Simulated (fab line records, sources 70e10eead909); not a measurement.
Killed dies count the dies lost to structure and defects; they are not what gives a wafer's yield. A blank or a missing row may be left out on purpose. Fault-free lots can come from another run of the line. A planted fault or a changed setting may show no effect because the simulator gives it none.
Which tool is to blame? ; flow nand-harc ; 12 lots with 36 wafers sampled at 5 steps, on a route of 1302 steps

WHAT THE GAUGES READ, wafer by wafer
NHARC_THIN_TSV_CD_MEAS_12: target cd 1000 nm.
lot;measured;on;cd-nm (nm)
L614;day 23 22:27;cd-sem-01;999.2 998.2 997.1
L615;day 24 06:40;cd-sem-03;1000.2 1001.3 1000.4
L617;day 24 13:52;cd-sem-03;1000.6 1000.6 1002.1
L616;day 24 22:51;cd-sem-01;1000.0 998.9 998.2
L618;day 26 06:35;cd-sem-03;999.9 999.6 1002.3
L620;day 26 14:15;cd-sem-03;1000.3 998.5 1000.0
L621;day 26 05:31;cd-sem-03;1000.8 998.7 1000.7
L622;day 27 10:31;cd-sem-01;999.6 1000.3 999.2
L624;day 27 19:52;cd-sem-01;1001.7 998.9 999.3
L625;day 27 15:23;cd-sem-03;1001.1 1001.3 999.9
L629;day 29 20:14;cd-sem-02;999.9 1003.3 1001.5
L628;day 29 19:04;cd-sem-02;1001.6 1000.4 1000.4

NHARC_END_SORT_01.
lot;measured;on;defect-limited-yield (%);killed-at-array;killed-at-other;killed-at-periphery;killed-dies;killed-open;killed-short;sort_bin_2_pct (%);sort_bin_3_pct (%);sort_bin_4_pct (%);sort-n-pass;sort-rim-yield-pct (%);sort-yield-pct (%)
L617;day 25 11:55;prober-01;96 98 96;19 15 23;1 1 1;6 0 3;26 16 27;6 0 3;8 3 3;0.4 0.3 0.6;0.1 0.1 0;3.2 1.9 3.4;651 661 650;94 94 94;96 98 96
L625;day 28 09:56;prober-01;96 97 96;19 18 26;2 2 1;6 3 2;27 23 29;3 2 3;2 1 2;0.6 1.3 0.9;0 0 0.1;3.4 2.1 3.2;650 654 648;95 99 98;96 97 96
L629;day 30 17:50;prober-01;88 32 88;74 56 73;1 0 2;7 405 7;82 461 82;1 1 3;1 1 2;5.0 24.7 5.9;1.0 5.0 0.6;6.1 38.4 5.6;595 216 595;92 34 90;88 32 88
L628;day 30 17:50;prober-02;96 95 96;20 23 25;0 1 0;8 10 4;28 34 29;5 2 4;3 3 1;0.7 1.0 1.0;0.1 0.3 0.6;3.2 3.7 2.7;649 643 648;99 93 97;96 95 96

WHICH TOOL RAN EACH LOT (tool, then ch and the chambers of the sampled wafers, then the start)
lot;NHARC_P_BONDPAD_CMP_32;NHARC_THIN_TSV_DESCUM_14;NHARC_THIN_TSV_PRE_CLEAN_50
L614;cmp-01 ch 0,1, day 6 11:43;rie-diel-12 ch 0,1,2, day 23 22:38;pvd-sputter-01, no start
L615;cmp-03 ch 0,1,2, day 7 03:35;rie-diel-11 ch 1,2,3, day 24 06:50;pvd-sputter-03, no start
L617;cmp-04 ch 1,2, day 7 19:20;rie-diel-11 ch 0,1,2, day 24 14:04;pvd-sputter-01, day 25 11:55 or earlier
L616;cmp-01 ch 0,1,2, day 7 21:40;rie-diel-11 ch 1,3, day 24 23:01;pvd-sputter-03, no start
L618;cmp-03 ch 0,1, day 8 06:41;rie-diel-10 ch 1,2,3, day 26 06:46;pvd-sputter-03, no start
L620;cmp-01 ch 2,3, day 9 00:49;rie-diel-12 ch 0,2,3, day 26 14:26;pvd-sputter-01, no start
L621;cmp-03 ch 1,3, day 9 05:30;rie-diel-10 ch 1,2,3, day 26 05:42;pvd-sputter-03, no start
L622;cmp-03 ch 0,1,3, day 10 01:50;rie-diel-10 ch 0,2,3, day 27 10:41;pvd-sputter-02, no start
L624;cmp-01 ch 0,1,3, day 10 19:39;rie-diel-10 ch 0,3, day 27 20:02;pvd-sputter-03, no start
L625;cmp-01 ch 1,3, day 11 09:01;rie-diel-10 ch 0,1,2, day 27 15:32;pvd-sputter-02, day 28 09:56 or earlier
L629;cmp-01 ch 0,1,2, day 12 17:38;rie-diel-10 ch 0,3, day 29 20:23;pvd-sputter-01, day 30 17:50 or earlier
L628;cmp-04 ch 0,1, day 12 18:38;rie-diel-12 ch 1,2, day 29 19:13;pvd-sputter-03, day 30 17:50 or earlier
- NHARC_P_BONDPAD_CMP_32: polishes SiCN, target thk 200 nm.
- NHARC_THIN_TSV_DESCUM_14: chemistry O2, time 3 s.
- NHARC_THIN_TSV_PRE_CLEAN_50: time 30 s.

WHAT THE TOOLS THEMSELVES READ (means of the sampled wafers that have a number; where no wafer has one, the mark that the record gives instead)
NHARC_P_BONDPAD_CMP_32.
lot;tool;motor-current-A (A)
L614;cmp-01;10.8
L615;cmp-03;11.5
L617;cmp-04;12.1
L616;cmp-01;12.3
L618;cmp-03;11.3
L620;cmp-01;14.7
L621;cmp-03;11.5
L622;cmp-03;11.3
L624;cmp-01;12.4
L625;cmp-01;13.0
L629;cmp-01;12.4
L628;cmp-04;12.3

NHARC_THIN_TSV_DESCUM_14.
lot;tool;drypump-motor-current-A (A);oes-product-au (a.u.);rf-vpp-V (V);showerhead-plenum-p-Torr (Torr);throttle-valve-pct (%)
L614;rie-diel-12;5.6;0.995;58.6;1.87;11.307
L615;rie-diel-11;5.3;0.988;57.5;1.89;11.316
L617;rie-diel-11;5.1;0.993;58.3;1.92;11.311
L616;rie-diel-11;5.0;1.004;58.8;1.95;11.309
L618;rie-diel-10;5.9;1.000;57.8;1.95;11.303
L620;rie-diel-12;5.6;0.996;58.8;1.86;11.306
L621;rie-diel-10;5.9;0.996;58.3;1.95;11.308
L622;rie-diel-10;5.7;0.993;58.2;1.97;11.308
L624;rie-diel-10;5.6;0.996;57.3;1.95;11.310
L625;rie-diel-10;5.9;0.989;58.8;1.94;11.310
L629;rie-diel-10;5.5;0.988;58.3;1.94;11.317
L628;rie-diel-12;5.8;0.989;58.5;1.89;11.306

NHARC_THIN_TSV_PRE_CLEAN_50.
lot;tool;heater-power-w (W)
L614;pvd-sputter-01;423
L615;pvd-sputter-03;451
L617;pvd-sputter-01;485
L616;pvd-sputter-03;457
L618;pvd-sputter-03;455
L620;pvd-sputter-01;464
L621;pvd-sputter-03;455
L622;pvd-sputter-02;433
L624;pvd-sputter-03;459
L625;pvd-sputter-02;451
L629;pvd-sputter-01;451
L628;pvd-sputter-03;448

THE ANSWER, worked out from the rows above alone
Rule: what is usual is taken from the lots themselves. Put in order of their means at a reading, lots are off if they are a third of the lots or fewer, leave a main group of 4 or more, and stand apart from it by a gap of 3 or more times the standard deviation of the main group's means; of several such gaps the widest counts. The tables above print the reading to a certain number of digits; a main group whose means all agree to those digits is not used. A lot without any number at a reading at which 4 lots or more have one is off too. The other lots that the step has rows for count as sound. First the gauges in route order, then the tools' own readings, where a lot's mean is used as printed above. At the first step where some lot is off, the reading lying furthest off is the one used; lots without a number count as furthest.
No lot is off on any of the readings shown, so nothing can be concluded from this.

WHAT THE SIMULATOR HAD INSERTED
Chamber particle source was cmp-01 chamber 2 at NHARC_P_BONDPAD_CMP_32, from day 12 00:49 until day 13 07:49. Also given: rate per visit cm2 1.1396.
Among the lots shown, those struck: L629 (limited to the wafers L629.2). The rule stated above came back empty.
